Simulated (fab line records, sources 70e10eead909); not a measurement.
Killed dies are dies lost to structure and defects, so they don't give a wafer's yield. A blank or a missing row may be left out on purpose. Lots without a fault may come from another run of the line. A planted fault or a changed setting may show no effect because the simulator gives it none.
Which tool did it? | flow nand_harc | 24 lots, 72 wafers sampled, at 5 steps of a route of 1302

WHAT THE GAUGES READ, wafer by wafer
NHARC_P_STI_INSPECT_25. Usual: raw_defect_count 201, standard deviation 78.
lot  | measured     | on                | raw_defect_count | flag
L074 | day 3 21:56  | defect_inspect-01 | 350 592 349      |
L075 | day 4 10:22  | defect_inspect-02 | 200 219 265      |
L076 | day 4 20:08  | defect_inspect-01 | 458 246 190      |
L077 | day 5 06:16  | defect_inspect-02 | 118 147 144      |
L078 | day 5 21:55  | defect_inspect-01 | 253 133 167      |
L079 | day 6 02:24  | defect_inspect-02 | 125 172 251      |
L080 | day 6 10:53  | defect_inspect-02 | 86 189 130       |
L081 | day 7 06:37  | defect_inspect-01 | 164 170 161      |
L082 | day 7 14:45  | defect_inspect-02 | 169 187 211      |
L083 | day 7 21:26  | defect_inspect-02 | 164 221 143      |
L084 | day 8 07:44  | defect_inspect-01 | 206 121 186      |
L085 | day 8 14:17  | defect_inspect-01 | 186 262 180      |
L086 | day 9 06:30  | defect_inspect-01 | 194 211 146      |
L087 | day 10 02:55 | defect_inspect-01 | 226 273 330      |
L088 | day 10 02:55 | defect_inspect-02 | 142 102 166      |
L089 | day 10 02:55 | defect_inspect-02 | 332 340 219      |
L090 | day 10 12:37 | defect_inspect-02 | 137 125 93       |
L091 | day 11 00:42 | defect_inspect-01 | 197 215 199      |
L092 | day 11 09:51 | defect_inspect-01 | 162 321 159      |
L093 | day 12 02:16 | defect_inspect-01 | 223 197 252      |
L094 | day 12 08:05 | defect_inspect-01 | 162 174 195      |
L095 | day 12 17:29 | defect_inspect-01 | 104 134 145      |
L096 | day 13 05:31 | defect_inspect-01 | 235 279 216      |
L097 | day 13 15:27 | defect_inspect-01 | 134 101 200      |

NHARC_P_GATE_CD_MEAS_11: target cd 1640 nm. Usual: cd_nm 1640.2 nm, standard deviation 1.4.
lot  | measured     | on        | cd_nm (nm)           | flag
L074 | day 4 06:07  | cd_sem-02 | 1641.1 1642.3 1643.0 |
L075 | day 4 18:55  | cd_sem-01 | 1641.1 1641.7 1642.2 |
L076 | day 5 04:49  | cd_sem-01 | 1641.1 1640.5 1641.3 |
L077 | day 5 14:46  | cd_sem-03 | 1639.8 1638.8 1639.5 |
L078 | day 6 06:19  | cd_sem-01 | 1638.9 1638.6 1639.2 |
L079 | day 6 10:52  | cd_sem-03 | 1640.2 1640.9 1641.2 |
L080 | day 6 22:23  | cd_sem-03 | 1642.0 1642.0 1641.2 |
L081 | day 7 15:01  | cd_sem-02 | 1637.5 1635.9 1638.2 |
L082 | day 7 23:09  | cd_sem-01 | 1639.2 1638.7 1638.6 |
L083 | day 8 07:18  | cd_sem-01 | 1639.3 1639.3 1638.6 |
L084 | day 8 16:04  | cd_sem-01 | 1639.8 1639.9 1640.1 |
L085 | day 8 22:56  | cd_sem-03 | 1640.1 1639.3 1639.8 |
L086 | day 9 17:13  | cd_sem-02 | 1640.6 1640.4 1640.1 |
L087 | day 10 11:38 | cd_sem-01 | 1641.3 1641.8 1641.8 |
L088 | day 10 11:48 | cd_sem-03 | 1643.4 1642.5 1640.4 |
L089 | day 10 11:36 | cd_sem-03 | 1638.2 1639.2 1638.8 |
L090 | day 10 21:13 | cd_sem-01 | 1638.9 1640.3 1640.0 |
L091 | day 11 09:00 | cd_sem-01 | 1640.8 1639.8 1640.9 |
L092 | day 11 18:25 | cd_sem-02 | 1642.4 1641.9 1642.1 |
L093 | day 12 10:50 | cd_sem-01 | 1642.2 1639.8 1641.3 |
L094 | day 12 16:36 | cd_sem-01 | 1640.7 1640.1 1639.9 |
L095 | day 13 01:49 | cd_sem-03 | 1641.4 1641.5 1641.2 |
L096 | day 13 20:58 | cd_sem-01 | 1639.1 1639.7 1638.3 |
L097 | day 13 21:07 | cd_sem-03 | 1640.2 1641.0 1639.9 |

NHARC_P_GATE_OVL_MEAS_27. Usual: overlay_x_nm 0.1 nm, standard deviation 0.89; overlay_y_nm -0.2 nm, standard deviation 0.85.
lot  | measured     | on         | overlay_x_nm (nm) | overlay_y_nm (nm) | flag
L074 | day 4 22:50  | overlay-01 | 0.1 -0.7 -0.6     | -0.1 -0.2 -0.8    |
L075 | day 5 09:47  | overlay-02 | -0.5 -0.7 -0.7    | -1.2 -0.6 -0.6    |
L076 | day 5 19:01  | overlay-02 | -1.4 -1.4 -0.9    | 0.8 0.3 0.4       |
L077 | day 6 09:00  | overlay-01 | 0.1 0.2 0.2       | 0.0 0.3 0.4       |
L078 | day 6 20:37  | overlay-02 | -0.5 -0.1 -0.2    | 0.0 0.3 0.7       |
L079 | day 7 03:50  | overlay-02 | 1.9 1.4 2.0       | 0.9 1.6 0.7       |
L080 | day 7 14:29  | overlay-02 | -0.8 -1.3 -0.7    | -1.6 -1.5 -1.5    |
L081 | day 8 06:14  | overlay-01 | 1.0 0.2 1.2       | -0.7 -0.4 -0.2    |
L082 | day 8 13:56  | overlay-02 | -0.6 0.0 -0.2     | 1.1 1.6 0.5       |
L083 | day 9 00:17  | overlay-02 | -0.7 -0.8 -0.4    | 0.0 0.5 0.1       |
L084 | day 9 16:26  | overlay-02 | 1.1 1.4 1.3       | -0.2 -0.5 -0.6    |
L085 | day 9 17:37  | overlay-02 | -0.1 0.0 -0.2     | 0.4 0.4 0.6       |
L086 | day 10 07:25 | overlay-02 | 0.7 1.0 0.9       | 0.7 0.4 0.5       |
L087 | day 11 01:46 | overlay-02 | 1.2 1.2 1.3       | -1.7 -1.3 -1.2    |
L088 | day 11 01:28 | overlay-01 | -0.6 -1.0 -0.3    | -0.2 0.7 1.1      |
L089 | day 11 01:37 | overlay-01 | 1.1 1.3 1.3       | -1.1 -0.7 -1.0    |
L090 | day 11 11:28 | overlay-01 | 0.8 0.2 0.2       | -0.5 -0.2 -0.3    |
L091 | day 11 23:12 | overlay-02 | -1.9 -1.0 -2.0    | 0.9 0.6 0.4       |
L092 | day 12 10:19 | overlay-02 | 0.1 0.5 -0.1      | -1.2 -1.1 -1.3    |
L093 | day 13 03:59 | overlay-02 | 0.8 -0.1 0.4      | -0.3 0.2 0.7      |
L094 | day 13 06:55 | overlay-01 | 0.1 0.0 -0.2      | -0.5 -0.4 -0.8    |
L095 | day 13 18:47 | overlay-02 | 0.0 0.1 0.3       | -2.1 -1.5 -2.2    |
L096 | day 14 14:38 | overlay-01 | 1.1 0.2 0.6       | -0.7 -0.6 -1.7    |
L097 | day 14 13:58 | overlay-01 | -0.7 -0.7 -0.4    | 0.1 0.2 -0.3      |

NHARC_P_CONTACT_CD_MEAS_19. Usual: cd_nm 89.3 nm, standard deviation 0.99.
lot  | measured     | on        | cd_nm (nm)     | flag
L074 | day 5 20:18  | cd_sem-01 | 88.6 90.0 89.7 |
L075 | day 6 08:56  | cd_sem-03 | 89.8 87.4 89.7 |
L076 | day 6 15:59  | cd_sem-02 | 89.9 89.2 90.2 |
L077 | day 7 06:05  | cd_sem-03 | 88.3 88.9 88.9 |
L078 | day 7 18:31  | cd_sem-01 | 89.1 89.0 88.9 |
L079 | day 8 01:08  | cd_sem-03 | 87.4 87.3 86.7 |
L080 | day 8 14:15  | cd_sem-02 | 88.7 89.5 89.2 |
L081 | day 9 03:13  | cd_sem-03 | 87.3 89.1 87.2 |
L082 | day 9 10:57  | cd_sem-03 | 88.2 88.3 89.0 |
L083 | day 9 21:26  | cd_sem-03 | 89.4 89.7 89.1 |
L084 | day 10 13:34 | cd_sem-03 | 88.1 87.9 88.0 |
L085 | day 10 15:02 | cd_sem-01 | 90.1 89.4 89.4 |
L086 | day 11 04:22 | cd_sem-03 | 92.6 90.5 91.0 |
L087 | day 11 23:51 | cd_sem-03 | 88.8 87.9 89.2 |
L088 | day 11 22:54 | cd_sem-03 | 90.4 90.0 89.8 |
L089 | day 12 04:53 | cd_sem-01 | 87.3 88.6 87.5 |
L090 | day 12 08:34 | cd_sem-01 | 88.7 90.1 91.0 |
L091 | day 12 20:13 | cd_sem-03 | 90.2 90.3 89.9 |
L092 | day 13 09:31 | cd_sem-02 | 89.2 90.2 89.9 |
L093 | day 14 03:30 | cd_sem-02 | 90.2 89.8 89.5 |
L094 | day 14 03:55 | cd_sem-01 | 88.6 89.2 90.1 |
L095 | day 14 17:55 | cd_sem-03 | 89.5 89.8 89.7 |
L096 | day 15 12:01 | cd_sem-01 | 89.5 88.4 89.6 |
L097 | day 15 11:09 | cd_sem-03 | 88.9 89.4 90.5 |

WHICH TOOL RAN EACH LOT (tool, then ch and the chambers of the sampled wafers, then the start)
lot  | NHARC_P_CONTACT_ETCH_18
L074 | rie_diel-01 ch 0,1,2, day 5 20:18 or earlier
L075 | rie_diel-10 ch 1,2,3, day 6 08:56 or earlier
L076 | rie_diel-03 ch 0,2, day 6 15:59 or earlier
L077 | rie_diel-10 ch 0,2,3, day 7 06:05 or earlier
L078 | rie_diel-03 ch 1,2,3, day 7 18:31 or earlier
L079 | rie_diel-03 ch 0,2,3, day 8 01:08 or earlier
L080 | rie_diel-01 ch 0,1,2, day 8 14:15 or earlier
L081 | rie_diel-03 ch 0,1,2, day 9 03:13 or earlier
L082 | rie_diel-03 ch 1,3, day 9 10:57 or earlier
L083 | rie_diel-10 ch 0,1,2, day 9 21:26 or earlier
L084 | rie_diel-10 ch 0,2, day 10 13:34 or earlier
L085 | rie_diel-10 ch 0,2,3, day 10 15:02 or earlier
L086 | rie_diel-01 ch 2,3, day 11 04:22 or earlier
L087 | rie_diel-10 ch 0,2,3, day 11 23:51 or earlier
L088 | rie_diel-03 ch 0,2,3, day 11 22:54 or earlier
L089 | rie_diel-10 ch 1,2,3, day 12 04:53 or earlier
L090 | rie_diel-03 ch 1,2,3, day 12 08:34 or earlier
L091 | rie_diel-01 ch 1,2, day 12 20:13 or earlier
L092 | rie_diel-03 ch 0,2,3, day 13 09:31 or earlier
L093 | rie_diel-03 ch 1,2,3, day 14 03:30 or earlier
L094 | rie_diel-01 ch 0,1,2, day 14 03:55 or earlier
L095 | rie_diel-01 ch 0,1,3, day 14 17:55 or earlier
L096 | rie_diel-03 ch 0,2, day 15 12:01 or earlier
L097 | rie_diel-01 ch 0,2,3, day 15 11:09 or earlier
- NHARC_P_CONTACT_ETCH_18: etches the open film in C4F8/O2/Ar, target depth 481 nm, time 240.5 s.

WHAT THE TOOLS THEMSELVES READ (means of the sampled wafers that have a number; where no wafer has one, the mark that the record gives instead)
NHARC_P_CONTACT_ETCH_18. Usual: chamber_pressure_mTorr 25.000 mTorr, standard deviation 0.023; oes_product_au 0.959 a.u., standard deviation 0.017; rf_vpp_V 977 V, standard deviation 5.4.
lot  | tool        | chamber_pressure_mTorr (mTorr) | oes_product_au (a.u.) | rf_vpp_V (V) | flag
L074 | rie_diel-01 | 24.994                         | 0.951                 | 977          |
L075 | rie_diel-10 | 24.981                         | 0.946                 | 977          |
L076 | rie_diel-03 | 24.980                         | 0.977                 | 975          |
L077 | rie_diel-10 | 25.005                         | 0.928                 | 975          |
L078 | rie_diel-03 | 25.028                         | 0.974                 | 981          |
L079 | rie_diel-03 | 24.991                         | 0.944                 | 980          |
L080 | rie_diel-01 | 25.000                         | 0.970                 | 977          |
L081 | rie_diel-03 | 24.978                         | 0.950                 | 976          |
L082 | rie_diel-03 | 24.987                         | 0.964                 | 980          |
L083 | rie_diel-10 | 24.988                         | 0.964                 | 976          |
L084 | rie_diel-10 | 24.992                         | 0.973                 | 974          |
L085 | rie_diel-10 | 25.021                         | 0.965                 | 975          |
L086 | rie_diel-01 | 25.022                         | 0.967                 | 980          |
L087 | rie_diel-10 | 25.018                         | 0.972                 | 975          |
L088 | rie_diel-03 | 25.017                         | 0.932                 | 979          |
L089 | rie_diel-10 | 25.019                         | 0.963                 | 978          |
L090 | rie_diel-03 | 24.999                         | 0.973                 | 980          |
L091 | rie_diel-01 | 25.016                         | 0.954                 | 975          |
L092 | rie_diel-03 | 25.009                         | 0.977                 | 979          |
L093 | rie_diel-03 | 24.999                         | 0.922                 | 980          |
L094 | rie_diel-01 | 25.016                         | 0.961                 | 977          |
L095 | rie_diel-01 | 24.998                         | 0.969                 | 981          |
L096 | rie_diel-03 | 24.988                         | 0.960                 | 975          |
L097 | rie_diel-01 | 24.994                         | 0.961                 | 980          |

THE ANSWER, worked out from the rows above alone
Rule: a lot is off if the mean of its wafers that have a number lies more than 3 standard deviations from the usual mean. A lot without any number at a reading at which 4 lots or more have one is off too. The other lots that the step has rows for count as sound. The gauges are gone through in route order, then the tools' own readings, and for those a lot's mean is taken as printed above. The first step at which some lot is off is used, and at that step the reading that is off furthest; a lot without a number counts as furthest.
No lot is off at any reading shown: from this, nothing can be told.

WHAT THE SIMULATOR HAD PUT IN
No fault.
